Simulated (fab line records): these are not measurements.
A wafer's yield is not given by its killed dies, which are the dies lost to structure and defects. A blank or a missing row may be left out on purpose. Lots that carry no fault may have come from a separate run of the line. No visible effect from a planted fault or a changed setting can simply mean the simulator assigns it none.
A lot that was struck, set against a sound lot | flow nand harc | 16 steps out of a route of 1159
Sound: wafers L785.2, L785.3, L785.4. Struck: wafer L780.2 (L780.1, L780.4, from the same lot, were not struck and are left out); the cause is given at the end.
Order at every step that has rows: each side's tool, ch and its chambers, its first start. Under that, the readings that differ: sound wafers | struck wafers | difference of the means | sigmas: that difference in standard deviations of wafers without a fault.
alike: words and numbers the same on both sides, and readings whose means are apart by under 2 such deviations; not compared: readings that were withheld, readings missing a value for some wafer, numbers with overlapping values and no deviation given by the record, and bounds like >300 which may hide the same value.
The two part at a step that has a row with sigmas, a row that says differs or no value, or rows on one side only. When numbers do not overlap yet have no deviation, they are printed without sigmas and do not part them. A reading that every wafer of one side lacks parts them only if that side has two wafers or more.

NHARC_P_START_INSPECT_01:
  sound on defect inspect-02, day 6 18:02; struck on defect inspect-01, day 5 12:02
  alike: raw defect count
then, 9 steps without rows for these wafers: NHARC_P_ZERO_WELL_PRECLEAN_00 (cleans in SPM, time 600 s); NHARC_P_ZERO_WELL_SRD_01; NHARC_P_ZERO_WELL_PECVD_02 (deposits SiO2, target thk 10 nm); NHARC_P_ZERO_WELL_DEHYDRATE_03 (time 120 s); NHARC_P_ZERO_WELL_HMDS_04 (time 30 s); NHARC_P_ZERO_WELL_COAT_64 (time 65 s); NHARC_P_ZERO_WELL_COAT_05 (resist thk 600 nm); NHARC_P_ZERO_WELL_SOFTBAKE_06 (time 70 s); NHARC_P_ZERO_WELL_EBR_07.
NHARC_P_ZERO_WELL_EXPOSE_08: exposes mask P ZERO, target cd 500 nm.
  sound on krf scanner-02 ch 0, day 6 19:00; struck on krf scanner-03 ch 0, day 5 13:05
  alike: mask, exposure dose mJ cm2
then, 2 steps without rows for these wafers: NHARC_P_ZERO_WELL_PEB_09 (peb time 80 s); NHARC_P_ZERO_WELL_DEVELOP_10 (time 50 s).
NHARC_P_ZERO_WELL_CD_MEAS_11: target cd 500 nm.
  sound on cd sem-01 ch 0, day 6 19:08; struck on cd sem-01 ch 0, day 5 13:14
  reading    | sound             | struck | difference | sigmas
  cd nm (nm) | 502.2 498.9 497.2 | 513.5  | +14.1      | +6
then, 1 step without rows for these wafers: NHARC_P_ZERO_WELL_HARDBAKE_12 (time 65 s).
NHARC_END_SORT_01:
  the record has rows for the sound wafers here (prober-01 ch 0, day 25 04:21) and none for the struck ones

## WHERE THEY PART
First at NHARC_P_ZERO_WELL_CD_MEAS_11; last, within this record, at NHARC_END_SORT_01.

WHY: the cause the simulator had injected
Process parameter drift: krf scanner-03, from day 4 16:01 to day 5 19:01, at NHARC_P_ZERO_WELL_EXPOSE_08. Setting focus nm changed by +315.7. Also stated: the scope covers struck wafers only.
